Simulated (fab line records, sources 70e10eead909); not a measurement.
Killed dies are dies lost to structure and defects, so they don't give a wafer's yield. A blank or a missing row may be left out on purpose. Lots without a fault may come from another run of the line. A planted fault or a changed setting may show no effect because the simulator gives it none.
Which tool did it? | flow nand_harc | 9 lots, 27 wafers sampled, at 7 steps of a route of 1159

WHAT THE GAUGES READ, wafer by wafer
NHARC_A_CHANNEL_HOLE_D1_CD_MEAS_30. Usual: cd_nm 90.1 nm, standard deviation 1.3.
lot  | measured     | on        | cd_nm (nm)     | flag
L284 | day 9 07:53  | cd_sem-02 | 89.9 90.0 90.0 |
L288 | day 10 13:16 | cd_sem-01 | 88.5 90.5 90.2 |
L291 | day 10 19:00 | cd_sem-03 | 0.9 -0.8 2.9   | OFF
L292 | day 11 02:18 | cd_sem-01 | -0.1 1.4 1.2   | OFF
L293 | day 11 18:20 | cd_sem-01 | -0.5 1.0 0.4   | OFF
L301 | day 13 03:17 | cd_sem-03 | 90.0 91.6 89.3 |
L302 | day 13 07:28 | cd_sem-01 | 92.6 88.1 89.7 |
L303 | day 13 18:04 | cd_sem-01 | 88.0 90.8 88.2 |
L304 | day 13 18:22 | cd_sem-02 | 92.3 90.9 91.6 |

NHARC_END_SORT_01. Usual: killed_at_array 25, standard deviation 9.2; killed_at_other 0.9, standard deviation 1.3; killed_at_periphery 3.3, standard deviation 2.3; killed_dies 29, standard deviation 9.6; killed_open 3.2, standard deviation 1.8; killed_short 2, standard deviation 1.4.
lot  | measured     | on        | killed_at_array | killed_at_other | killed_at_periphery | killed_dies | killed_open | killed_short | flag
L291 | day 20 22:08 | prober-02 | 669 673 672     | 3 1 2           | 5 3 3               | 677 677 677 | 7 4 1       | 1 0 3        | OFF
L292 | day 21 18:38 | prober-02 | 673 673 675     | 1 1 0           | 3 3 2               | 677 677 677 | 4 2 4       | 3 1 1        | OFF
L293 | day 22 08:16 | prober-02 | 673 672 667     | 0 0 0           | 4 5 10              | 677 677 677 | 3 3 1       | 3 2 3        | OFF

WHICH TOOL RAN EACH LOT (tool, then ch and the chambers of the sampled wafers, then the start)
lot  | NHARC_A_CHANNEL_HOLE_D1_ETCH_20  | NHARC_A_CHANNEL_HOLE_D1_ETCH_21  | NHARC_A_CHANNEL_HOLE_D1_ETCH_23  | NHARC_A_CHANNEL_HOLE_D1_ETCH_44    | NHARC_A_CHANNEL_HOLE_D1_XSEM_31
L284 | har_etch-01 ch 0,1, day 9 02:19  | har_etch-01 ch 0,1, day 9 02:37  | har_etch-01 ch 0,1, day 9 03:38  | rie_diel-01 ch 1,3, day 9 06:59    | xsem-01 ch 0, day 9 07:59
L288 | har_etch-01 ch 0,1, day 10 07:19 | har_etch-01 ch 0,1, day 10 07:39 | har_etch-01 ch 0,1, day 10 09:10 | rie_diel-08 ch 0,1,2, day 10 12:28 | xsem-01 ch 0, day 10 13:21
L291 | har_etch-01 ch 0,1, day 10 13:35 | har_etch-01 ch 0,1, day 10 13:54 | har_etch-01 ch 0,1, day 10 14:55 | rie_diel-09 ch 0,2,3, day 10 18:12 | xsem-02 ch 0, day 10 19:06
L292 | har_etch-01 ch 0,1, day 10 20:54 | har_etch-01 ch 0,1, day 10 21:13 | har_etch-01 ch 0,1, day 10 22:13 | rie_diel-08 ch 0,1,3, day 11 01:31 | xsem-02 ch 0, day 11 02:24
L293 | har_etch-01 ch 0,1, day 11 12:56 | har_etch-01 ch 0,1, day 11 13:15 | har_etch-01 ch 0,1, day 11 14:15 | rie_diel-08 ch 0,1,3, day 11 17:32 | xsem-01 ch 0, day 11 18:25
L301 | har_etch-02 ch 1, day 12 21:53   | har_etch-02 ch 1, day 12 22:13   | har_etch-02 ch 1, day 12 23:13   | rie_diel-08 ch 0,3, day 13 02:29   | xsem-02 ch 0, day 13 03:22
L302 | har_etch-02 ch 0,1, day 13 02:02 | har_etch-02 ch 0,1, day 13 02:21 | har_etch-02 ch 0,1, day 13 03:22 | rie_diel-01 ch 0,1, day 13 06:40   | xsem-02 ch 0, day 13 07:34
L303 | har_etch-01 ch 0,1, day 13 12:40 | har_etch-01 ch 0,1, day 13 12:58 | har_etch-01 ch 0,1, day 13 13:59 | rie_diel-09 ch 0,2,3, day 13 17:16 | xsem-01 ch 0, day 13 18:10
L304 | har_etch-02 ch 0,1, day 13 13:07 | har_etch-02 ch 0,1, day 13 13:30 | har_etch-02 ch 0,1, day 13 14:38 | rie_diel-01 ch 0,3, day 13 17:34   | xsem-01 ch 0, day 13 18:27
- NHARC_A_CHANNEL_HOLE_D1_ETCH_20: etches the open film in C4F8/O2/Ar, time 361.9 s, target depth 1600 nm.
- NHARC_A_CHANNEL_HOLE_D1_ETCH_21: etches the open film in C4F8/O2/Ar, time 514.3 s, target depth 1600 nm.
- NHARC_A_CHANNEL_HOLE_D1_ETCH_23: etches the open film in C4F8/O2/Ar, time 819 s, target depth 1600 nm.
- NHARC_A_CHANNEL_HOLE_D1_ETCH_44: etches the open film in CF4/O2, target depth 140 nm, overetch 14 nm, time 77 s.
- NHARC_A_CHANNEL_HOLE_D1_XSEM_31

WHAT THE TOOLS THEMSELVES READ (means of the sampled wafers that have a number; where no wafer has one, the mark that the record gives instead)
NHARC_A_CHANNEL_HOLE_D1_ETCH_20. Usual: c4f8_flow_sccm 89.31 sccm, standard deviation 0.26; chamber_pressure_mTorr 20.003 mTorr, standard deviation 0.022; drypump_motor_current_A 5.5 A, standard deviation 0.42; mfc_ar_sccm 375.0 sccm, standard deviation 0.96; showerhead_plenum_p_Torr 3.77 Torr, standard deviation 0.085; throttle_valve_pct 32.155 %, standard deviation 0.01.
lot  | tool        | c4f8_flow_sccm (sccm) | chamber_pressure_mTorr (mTorr) | drypump_motor_current_A (A) | mfc_ar_sccm (sccm) | showerhead_plenum_p_Torr (Torr) | throttle_valve_pct (%) | flag
L284 | har_etch-01 | 89.18                 | 19.994                         | 5.1                         | 375.3              | 3.76                            | 32.162                 |
L288 | har_etch-01 | 89.67                 | 20.011                         | 5.1                         | 375.2              | 3.76                            | 32.155                 |
L291 | har_etch-01 | 89.15                 | 20.018                         | 5.2                         | 374.8              | 3.69                            | 32.156                 |
L292 | har_etch-01 | 89.32                 | 20.020                         | 5.1                         | 374.9              | 3.75                            | 32.165                 |
L293 | har_etch-01 | 89.23                 | 20.004                         | 5.1                         | 374.6              | 3.75                            | 32.154                 |
L301 | har_etch-02 | 89.44                 | 19.995                         | 6.1                         | 375.1              | 3.77                            | 32.153                 |
L302 | har_etch-02 | 89.46                 | 20.009                         | 5.8                         | 375.3              | 3.82                            | 32.155                 |
L303 | har_etch-01 | 89.15                 | 20.001                         | 5.1                         | 374.7              | 3.73                            | 32.149                 |
L304 | har_etch-02 | 89.57                 | 19.999                         | 5.8                         | 374.5              | 3.81                            | 32.153                 |

NHARC_A_CHANNEL_HOLE_D1_ETCH_21. Usual: c4f8_flow_sccm 89.29 sccm, standard deviation 0.24; chamber_pressure_mTorr 20.001 mTorr, standard deviation 0.018; drypump_motor_current_A 5.5 A, standard deviation 0.42; mfc_ar_sccm 374.9 sccm, standard deviation 1.2; showerhead_plenum_p_Torr 3.77 Torr, standard deviation 0.085; throttle_valve_pct 32.156 %, standard deviation 0.0084.
lot  | tool        | c4f8_flow_sccm (sccm) | chamber_pressure_mTorr (mTorr) | drypump_motor_current_A (A) | mfc_ar_sccm (sccm) | showerhead_plenum_p_Torr (Torr) | throttle_valve_pct (%) | flag
L284 | har_etch-01 | 89.01                 | 20.001                         | 5.1                         | 374.6              | 3.76                            | 32.154                 |
L288 | har_etch-01 | 89.26                 | 19.987                         | 5.1                         | 376.8              | 3.76                            | 32.154                 |
L291 | har_etch-01 | -                     | -                              | -                           | -                  | -                               | -                      | OFF
L292 | har_etch-01 | -                     | -                              | -                           | -                  | -                               | -                      | OFF
L293 | har_etch-01 | -                     | -                              | -                           | -                  | -                               | -                      | OFF
L301 | har_etch-02 | 89.08                 | 20.017                         | 6.2                         | 375.1              | 3.77                            | 32.152                 |
L302 | har_etch-02 | 89.28                 | 19.999                         | 5.9                         | 375.2              | 3.82                            | 32.154                 |
L303 | har_etch-01 | 89.13                 | 20.006                         | 5.1                         | 376.2              | 3.73                            | 32.154                 |
L304 | har_etch-02 | 89.29                 | 20.005                         | 5.9                         | 375.4              | 3.81                            | 32.160                 |

NHARC_A_CHANNEL_HOLE_D1_ETCH_23. Usual: c4f8_flow_sccm 89.27 sccm, standard deviation 0.26; chamber_pressure_mTorr 20.001 mTorr, standard deviation 0.016; drypump_motor_current_A 5.5 A, standard deviation 0.42; mfc_ar_sccm 374.8 sccm, standard deviation 1.1; showerhead_plenum_p_Torr 3.77 Torr, standard deviation 0.085; throttle_valve_pct 32.154 %, standard deviation 0.0091.
lot  | tool        | c4f8_flow_sccm (sccm) | chamber_pressure_mTorr (mTorr) | drypump_motor_current_A (A) | mfc_ar_sccm (sccm) | showerhead_plenum_p_Torr (Torr) | throttle_valve_pct (%) | flag
L284 | har_etch-01 | 89.22                 | 19.992                         | 5.1                         | 375.1              | 3.76                            | 32.154                 |
L288 | har_etch-01 | 89.45                 | 19.990                         | 5.1                         | 374.6              | 3.76                            | 32.150                 |
L291 | har_etch-01 | 89.09                 | 20.001                         | 5.2                         | 375.4              | 3.69                            | 32.149                 |
L292 | har_etch-01 | 89.47                 | 19.998                         | 5.1                         | 375.2              | 3.75                            | 32.153                 |
L293 | har_etch-01 | 89.16                 | 19.999                         | 5.1                         | 373.8              | 3.75                            | 32.158                 |
L301 | har_etch-02 | 89.22                 | 19.989                         | 6.2                         | 374.0              | 3.77                            | 32.145                 |
L302 | har_etch-02 | 89.61                 | 20.008                         | 5.8                         | 375.1              | 3.82                            | 32.148                 |
L303 | har_etch-01 | 89.28                 | 20.006                         | 5.1                         | 373.6              | 3.73                            | 32.150                 |
L304 | har_etch-02 | 89.21                 | 19.989                         | 5.9                         | 374.8              | 3.81                            | 32.147                 |

NHARC_A_CHANNEL_HOLE_D1_ETCH_44. Usual: bias_w 100.02 W, standard deviation 0.28; cf4_flow_sccm 80.02 sccm, standard deviation 0.23; drypump_motor_current_A 5.7 A, standard deviation 0.53; mfc_ar_sccm 0.006 sccm, standard deviation 0.008; oes_product_au 1.000 a.u., standard deviation 0.0099; rf_vpp_V 197.8 V, standard deviation 1.6; showerhead_plenum_p_Torr 1.33 Torr, standard deviation 0.067; throttle_valve_pct 13.396 %, standard deviation 0.0095.
lot  | tool        | bias_w (W) | cf4_flow_sccm (sccm) | drypump_motor_current_A (A) | mfc_ar_sccm (sccm) | oes_product_au (a.u.) | rf_vpp_V (V) | showerhead_plenum_p_Torr (Torr) | throttle_valve_pct (%) | flag
L284 | rie_diel-01 | 100.37     | 80.10                | 5.3                         | 0.000              | 1.005                 | 198.5        | 1.34                            | 13.386                 |
L288 | rie_diel-08 | 100.07     | 80.08                | 6.2                         | 0.002              | 1.010                 | 199.1        | 1.40                            | 13.394                 |
L291 | rie_diel-09 | 99.82      | 80.00                | 5.2                         | 0.005              | 0.993                 | 197.7        | 1.31                            | 13.394                 |
L292 | rie_diel-08 | 100.21     | 80.19                | 6.2                         | 0.006              | 1.009                 | 198.1        | 1.36                            | 13.392                 |
L293 | rie_diel-08 | 100.08     | 79.93                | 6.2                         | 0.006              | 1.007                 | 198.4        | 1.35                            | 13.388                 |
L301 | rie_diel-08 | 100.10     | 80.21                | 5.9                         | 0.009              | 1.008                 | 196.9        | 1.30                            | 13.400                 |
L302 | rie_diel-01 | 100.12     | 79.91                | 5.8                         | 0.000              | 0.994                 | 196.8        | 1.25                            | 13.397                 |
L303 | rie_diel-09 | 100.16     | 80.10                | 5.2                         | 0.005              | 0.998                 | 197.6        | 1.31                            | 13.404                 |
L304 | rie_diel-01 | 99.99      | 80.42                | 5.3                         | 0.000              | 0.997                 | 197.6        | 1.33                            | 13.397                 |

NHARC_A_CHANNEL_HOLE_D1_XSEM_31. Usual: bot_cd_nm 74.8 nm, standard deviation 1.4; bow_nm 8.7 nm, standard deviation 0.3; tilt_deg 0.08 degrees, standard deviation 0.047.
lot  | tool    | bot_cd_nm (nm) | bow_nm (nm) | tilt_deg (degrees) | flag
L284 | xsem-01 | 74.3           | 8.7         | 0.13               |
L288 | xsem-01 | 74.7           | 8.9         | 0.11               |
L291 | xsem-02 | 2.1            | 1.1         | 0.06               | OFF
L292 | xsem-02 | 1.5            | 0.3         | 0.06               | OFF
L293 | xsem-01 | 0.0            | 0.3         | 0.14               | OFF
L301 | xsem-02 | 74.2           | 8.6         | 0.06               |
L302 | xsem-02 | 75.5           | 8.9         | -0.01              |
L303 | xsem-01 | 73.4           | 8.5         | 0.13               |
L304 | xsem-01 | 76.3           | 8.1         | -0.02              |

THE ANSWER, worked out from the rows above alone
Rule: a lot is off if the mean of its wafers that have a number lies more than 3 standard deviations from the usual mean. A lot without any number at a reading at which 4 lots or more have one is off too. The other lots that the step has rows for count as sound. The gauges are gone through in route order, then the tools' own readings, and for those a lot's mean is taken as printed above. The first step at which some lot is off is used, and at that step the reading that is off furthest; a lot without a number counts as furthest.
Off: L291, L292, L293, at NHARC_A_CHANNEL_HOLE_D1_CD_MEAS_30 (cd_nm).
A tool fits if, at a process step before that reading, it ran every lot that is off, and no sound lot after the first of them. The gauges at NHARC_A_CHANNEL_HOLE_D1_CD_MEAS_30 aren't tried: what is off there is off at NHARC_END_SORT_01 too, on other tools, and a gauge's error can't cause that. None of those tried fits.

WHAT THE SIMULATOR HAD PUT IN
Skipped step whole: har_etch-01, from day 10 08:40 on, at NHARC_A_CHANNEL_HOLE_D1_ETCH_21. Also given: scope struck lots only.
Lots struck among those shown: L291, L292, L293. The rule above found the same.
